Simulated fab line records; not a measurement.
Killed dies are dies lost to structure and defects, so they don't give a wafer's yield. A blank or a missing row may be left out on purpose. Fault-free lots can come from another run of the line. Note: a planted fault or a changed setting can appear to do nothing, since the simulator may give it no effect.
Struck lot and sound lot, side by side || flow nandHarc || 14 out of 1159 route steps
Sound: the wafers L985.1, L985.3, L985.4. Wafers struck: L982.1, L982.3. The cause is given at the end.
Per side, at each step with rows, come the tool, then ch with its chambers, and then its first start. Under that, the readings that differ: sound wafers || struck wafers || difference of the means || sigmas: that difference in standard deviations of wafers without a fault.
alike: a reading whose means differ by less than 2 such deviations, as well as words and numbers matching on both sides. not compared: withheld readings; readings where some wafer has no value; bounds like >300 that might hide an equal value; numbers whose values overlap and for which the record gives no deviation.
Wherever a step has rows on one side only, a row that says differs or no value, or a row with sigmas, the two part there. Non-overlapping numbers with no deviation appear without sigmas and do not part them. Lack of a reading on every wafer of one side parts them only where that side has two or more wafers.

first, 8 steps without rows for these wafers: NHARC_A_STAIRCASE_HMDS_177 (time 30 s); NHARC_A_STAIRCASE_COAT_178; NHARC_A_STAIRCASE_SOFTBAKE_179 (time 170 s); NHARC_A_STAIRCASE_EBR_180; NHARC_A_STAIRCASE_EXPOSE_181 (exposes mask STAIR 2); NHARC_A_STAIRCASE_PEB_182 (peb time 130 s); NHARC_A_STAIRCASE_DEVELOP_183 (time 140 s); NHARC_A_STAIRCASE_HARDBAKE_185 (time 140 s).
NHARC_A_STAIRCASE_DESCUM_186: chemistry O2, time 3 s.
  sound on rieDiel-12 ch 0,2,3, day 15 04:09; struck on rieDiel-11 ch 0,2, day 14 03:32
  alike: drypumpMotorCurrentA, o2FlowSccm, oesProductAu, rfVppV, showerheadPlenumPTorr, throttleValvePct
  not compared: rfHoursCounterH
NHARC_A_STAIRCASE_TRIM_187: chemistry O2, time 211.2 s.
  sound on rieDiel-12 ch 0,1,3, day 15 04:15; struck on rieDiel-11 ch 0,3, day 14 03:37
  alike: drypumpMotorCurrentA, o2FlowSccm, oesProductAu, rfVppV, showerheadPlenumPTorr, throttleValvePct
  not compared: rfHoursCounterH
NHARC_A_STAIRCASE_ETCH_188: etches the open film in C4F8/O2, target depth 100 nm, time 40.5 s.
  sound on rieDiel-12 ch 0,1,3; struck on rieDiel-11 ch 0,1
  alike: oesProductAu, rfVppV
  not compared: rfHoursCounterH
NHARC_A_STAIRCASE_TRIM_189: chemistry O2, time 211.2 s.
  sound on rieDiel-12 ch 0,1,2, day 15 04:28; struck on rieDiel-11 ch 0,2, day 14 03:54
{"reading": "oesProductAu (a.u.)", "sound": "0.996 0.997 1.003", "struck": "0.885 0.878", "difference": -0.117, "sigmas": -12}
  alike: drypumpMotorCurrentA, o2FlowSccm, rfVppV, showerheadPlenumPTorr, throttleValvePct
  not compared: rfHoursCounterH
NHARC_A_STAIRCASE_ETCH_190: etches the open film in C4F8/O2, target depth 100 nm, time 40.5 s.
  sound on rieDiel-12 ch 1,2,3; struck on rieDiel-11 ch 1,3
  alike: oesProductAu, rfVppV
  not compared: rfHoursCounterH
-- break in the record here, with 8 days between the starts of the struck wafers on either side (left off in module A_STAIRCASE, picked up again in module END, where the first step shown is number 1159 on the route) --
NHARC_END_SORT_01:
  sound on prober-01 ch 0, day 23 12:00; struck on prober-02 ch 0, day 22 08:22
  alike: killedAtArray, killedAtOther, killedAtPeriphery, killedDies, killedOpen, killedShort

## WHERE THEY PART
Within this record, at NHARC_A_STAIRCASE_TRIM_189 only. Later steps at which nothing parts them and some readings are alike: NHARC_A_STAIRCASE_ETCH_190, NHARC_END_SORT_01.

WHY: what the simulator had put in
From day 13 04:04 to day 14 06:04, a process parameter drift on rieDiel-11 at NHARC_A_STAIRCASE_TRIM_189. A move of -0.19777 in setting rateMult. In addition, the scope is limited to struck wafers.
